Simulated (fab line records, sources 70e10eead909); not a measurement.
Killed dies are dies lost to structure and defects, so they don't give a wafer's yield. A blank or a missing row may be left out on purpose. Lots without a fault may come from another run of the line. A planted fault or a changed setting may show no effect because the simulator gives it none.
Which tool did it? | flow nand_harc | 24 lots, 72 wafers sampled, at 4 steps of a route of 1302

WHAT THE GAUGES READ, wafer by wafer
NHARC_A_CONTACT_CD_MEAS_53.
lot  | measured     | on        | cd_nm (nm)
L074 | day 21 01:02 | cd_sem-02 | 289.9 290.2 291.2
L076 | day 22 10:27 | cd_sem-03 | 290.7 289.9 290.8
L075 | day 22 11:48 | cd_sem-02 | 288.8 289.0 288.7
L077 | day 22 20:52 | cd_sem-02 | 290.9 290.7 290.2
L078 | day 23 02:32 | cd_sem-01 | 290.0 289.8 289.9
L079 | day 23 19:05 | cd_sem-01 | 288.8 288.6 289.1
L080 | day 24 10:04 | cd_sem-03 | 289.2 288.9 289.2
L081 | day 25 06:26 | cd_sem-02 | 289.3 288.9 288.7
L082 | day 25 07:23 | cd_sem-01 | 288.5 288.1 288.6
L085 | day 26 08:35 | cd_sem-03 | 289.0 291.2 289.7
L084 | day 26 10:21 | cd_sem-03 | 289.2 289.5 289.6
L083 | day 26 12:05 | cd_sem-03 | 289.6 289.3 289.5
L087 | day 26 12:17 | cd_sem-03 | 290.2 289.5 289.7
L086 | day 26 22:03 | cd_sem-03 | 290.9 290.7 290.4
L090 | day 27 11:37 | cd_sem-02 | 289.6 289.4 290.1
L088 | day 27 11:35 | cd_sem-02 | 288.2 290.2 289.5
L089 | day 27 20:01 | cd_sem-03 | 289.2 289.9 289.7
L091 | day 28 19:16 | cd_sem-02 | 288.9 289.0 289.0
L092 | day 29 06:17 | cd_sem-03 | 289.9 290.1 291.3
L093 | day 29 19:34 | cd_sem-03 | 289.3 289.3 288.5
L094 | day 29 20:41 | cd_sem-03 | 290.2 289.3 289.8
L096 | day 30 06:28 | cd_sem-02 | 290.7 290.6 290.6
L095 | day 30 09:35 | cd_sem-03 | 290.0 289.2 289.6
L097 | day 31 21:44 | cd_sem-02 | 288.9 289.4 289.5

NHARC_A_CONTACT_OVL_MEAS_70.
lot  | measured     | on         | overlay_x_nm (nm) | overlay_y_nm (nm)
L074 | day 21 05:52 | overlay-02 | -0.5 -1.4 -1.0    | -0.1 0.0 0.0
L076 | day 22 18:02 | overlay-01 | 0.1 -0.3 -0.1     | -0.4 -0.2 -0.5
L075 | day 22 19:19 | overlay-02 | 0.1 0.7 0.7       | -1.1 -0.9 -0.5
L077 | day 23 01:56 | overlay-02 | 0.6 0.0 -0.3      | -0.7 -0.8 -0.6
L078 | day 23 08:47 | overlay-02 | -1.7 -1.7 -2.1    | 0.0 -0.2 0.4
L079 | day 24 00:29 | overlay-01 | -0.9 -0.8 -0.6    | 0.6 0.2 0.2
L080 | day 24 20:34 | overlay-02 | 0.8 0.6 0.7       | 0.0 -0.9 -0.6
L081 | day 25 15:09 | overlay-02 | -0.2 -0.2 -0.1    | -0.1 -0.2 -0.4
L082 | day 25 15:29 | overlay-01 | -1.0 -1.1 -1.4    | 1.4 0.7 0.9
L085 | day 26 15:18 | overlay-02 | 0.6 0.5 -0.1      | 0.9 0.7 0.9
L084 | day 26 17:07 | overlay-01 | 0.4 0.2 0.8       | 0.2 1.1 0.1
L083 | day 26 19:37 | overlay-02 | 1.2 1.0 0.8       | -1.2 -1.3 -0.8
L087 | day 26 20:16 | overlay-02 | -0.8 0.0 -0.4     | 0.3 0.9 0.3
L086 | day 27 09:13 | overlay-02 | 0.2 0.1 0.4       | -1.1 -0.9 -0.7
L090 | day 27 19:31 | overlay-02 | -1.5 -1.4 -2.0    | 0.4 0.9 0.2
L088 | day 27 18:46 | overlay-01 | 0.5 0.8 0.4       | -0.2 -0.5 -0.7
L089 | day 28 01:28 | overlay-02 | 0.9 0.5 0.8       | 0.4 0.9 0.0
L091 | day 29 00:58 | overlay-01 | -1.5 -1.5 -0.8    | -0.7 -1.0 -1.0
L092 | day 29 11:17 | overlay-02 | -0.1 -0.4 -0.7    | -0.4 -0.6 -0.8
L093 | day 30 02:47 | overlay-01 | 0.0 0.1 0.1       | -1.0 -1.5 -0.7
L094 | day 30 04:34 | overlay-01 | 1.0 1.1 1.2       | 0.3 0.1 0.0
L096 | day 30 11:45 | overlay-02 | -0.5 -0.5 -0.9    | 0.5 0.0 -0.1
L095 | day 30 14:36 | overlay-02 | 0.1 0.0 -0.4      | 0.2 0.6 0.9
L097 | day 32 06:15 | overlay-02 | -0.8 -0.7 -1.0    | -0.1 0.3 0.1

WHICH TOOL RAN EACH LOT (tool, then ch and the chambers of the sampled wafers, then the start)
lot  | NHARC_A_CONTACT_ETCH_114             | NHARC_A_CONTACT_ETCH_117
L074 | har_cap_etch-03 ch 0,1, day 20 21:53 | har_cap_etch-03 ch 0,1, day 20 22:23
L076 | har_cap_etch-03 ch 0,1, day 22 07:43 | har_cap_etch-03 ch 0,1, day 22 08:14
L075 | har_cap_etch-02 ch 0,1, day 22 09:08 | har_cap_etch-02 ch 0,1, day 22 09:38
L077 | har_cap_etch-01 ch 0,1, day 22 18:08 | har_cap_etch-01 ch 0,1, day 22 18:39
L078 | har_cap_etch-01 ch 0,1, day 22 23:49 | har_cap_etch-01 ch 0,1, day 23 00:20
L079 | har_cap_etch-01 ch 0,1, day 23 16:23 | har_cap_etch-01 ch 0,1, day 23 16:54
L080 | har_cap_etch-01 ch 0,1, day 24 07:21 | har_cap_etch-01 ch 0,1, day 24 07:52
L081 | har_cap_etch-01 ch 0, day 25 03:44   | har_cap_etch-01 ch 0, day 25 04:14
L082 | har_cap_etch-03 ch 0,1, day 25 04:41 | har_cap_etch-03 ch 0,1, day 25 05:13
L085 | har_cap_etch-03 ch 0,1, day 26 05:48 | har_cap_etch-03 ch 0,1, day 26 06:19
L084 | har_cap_etch-02 ch 0,1, day 26 06:55 | har_cap_etch-02 ch 0,1, day 26 07:37
L083 | har_cap_etch-01 ch 0,1, day 26 09:20 | har_cap_etch-01 ch 0,1, day 26 09:51
L087 | har_cap_etch-03 ch 0,1, day 26 09:34 | har_cap_etch-03 ch 0,1, day 26 10:05
L086 | har_cap_etch-01 ch 0,1, day 26 19:13 | har_cap_etch-01 ch 0,1, day 26 19:43
L090 | har_cap_etch-02 ch 0,1, day 27 08:40 | har_cap_etch-02 ch 0,1, day 27 09:21
L088 | har_cap_etch-03 ch 1, day 27 08:44   | har_cap_etch-03 ch 1, day 27 09:14
L089 | har_cap_etch-01 ch 0,1, day 27 17:19 | har_cap_etch-01 ch 0,1, day 27 17:49
L091 | har_cap_etch-03 ch 0,1, day 28 16:32 | har_cap_etch-03 ch 0,1, day 28 17:02
L092 | har_cap_etch-01 ch 0,1, day 29 03:32 | har_cap_etch-01 ch 0,1, day 29 04:03
L093 | har_cap_etch-01 ch 0,1, day 29 16:50 | har_cap_etch-01 ch 0,1, day 29 17:21
L094 | har_cap_etch-03 ch 0,1, day 29 17:58 | har_cap_etch-03 ch 0,1, day 29 18:28
L096 | har_cap_etch-01 ch 0,1, day 30 03:46 | har_cap_etch-01 ch 0,1, day 30 04:17
L095 | har_cap_etch-03 ch 0,1, day 30 04:02 | har_cap_etch-03 ch 0,1, day 30 04:34
L097 | har_cap_etch-03 ch 0,1, day 31 19:01 | har_cap_etch-03 ch 0,1, day 31 19:32
- NHARC_A_CONTACT_ETCH_114: etches the open film in C4F8/O2/Ar, time 190 s, target depth 1850 nm.
- NHARC_A_CONTACT_ETCH_117: etches the open film in C4F8/O2/Ar, time 190 s, target depth 1850 nm.

WHAT THE TOOLS THEMSELVES READ (means of the sampled wafers that have a number; where no wafer has one, the mark that the record gives instead)
NHARC_A_CONTACT_ETCH_114.
lot  | tool            | oes_air_line_au (a.u.)
L074 | har_cap_etch-03 | 1.005
L076 | har_cap_etch-03 | 0.985
L075 | har_cap_etch-02 | 0.999
L077 | har_cap_etch-01 | 1.026
L078 | har_cap_etch-01 | 1.007
L079 | har_cap_etch-01 | 1.020
L080 | har_cap_etch-01 | 1.015
L081 | har_cap_etch-01 | 0.988
L082 | har_cap_etch-03 | 1.013
L085 | har_cap_etch-03 | 0.988
L084 | har_cap_etch-02 | 1.012
L083 | har_cap_etch-01 | 1.016
L087 | har_cap_etch-03 | 0.993
L086 | har_cap_etch-01 | 0.999
L090 | har_cap_etch-02 | 1.017
L088 | har_cap_etch-03 | 1.042
L089 | har_cap_etch-01 | 1.009
L091 | har_cap_etch-03 | 0.984
L092 | har_cap_etch-01 | 0.983
L093 | har_cap_etch-01 | 1.023
L094 | har_cap_etch-03 | 1.024
L096 | har_cap_etch-01 | 1.028
L095 | har_cap_etch-03 | 0.995
L097 | har_cap_etch-03 | 1.013

NHARC_A_CONTACT_ETCH_117.
lot  | tool            | oes_air_line_au (a.u.)
L074 | har_cap_etch-03 | 0.996
L076 | har_cap_etch-03 | 1.001
L075 | har_cap_etch-02 | 0.995
L077 | har_cap_etch-01 | 1.013
L078 | har_cap_etch-01 | 1.033
L079 | har_cap_etch-01 | 0.972
L080 | har_cap_etch-01 | 1.002
L081 | har_cap_etch-01 | 0.984
L082 | har_cap_etch-03 | 0.998
L085 | har_cap_etch-03 | 0.993
L084 | har_cap_etch-02 | 0.986
L083 | har_cap_etch-01 | 1.021
L087 | har_cap_etch-03 | 0.996
L086 | har_cap_etch-01 | 0.981
L090 | har_cap_etch-02 | 1.024
L088 | har_cap_etch-03 | 1.017
L089 | har_cap_etch-01 | 0.985
L091 | har_cap_etch-03 | 0.994
L092 | har_cap_etch-01 | 1.013
L093 | har_cap_etch-01 | 0.997
L094 | har_cap_etch-03 | 0.982
L096 | har_cap_etch-01 | 0.986
L095 | har_cap_etch-03 | 1.006
L097 | har_cap_etch-03 | 1.002

THE ANSWER, worked out from the rows above alone
Rule: what is usual is taken from the lots themselves. Put in order of their means at a reading, lots are off if they are a third of the lots or fewer, leave a main group of 4 or more, and stand apart from it by a gap of 3 or more times the standard deviation of the main group's means; of several such gaps the widest counts. A main group whose means are all the same, to the digits that the tables above print for the reading, isn't used. A lot without any number at a reading at which 4 lots or more have one is off too. The other lots that the step has rows for count as sound. The gauges are gone through in route order, then the tools' own readings, and for those a lot's mean is taken as printed above. The first step at which some lot is off is used, and at that step the reading that is off furthest; a lot without a number counts as furthest.
No lot is off at any reading shown: from this, nothing can be told.

WHAT THE SIMULATOR HAD PUT IN
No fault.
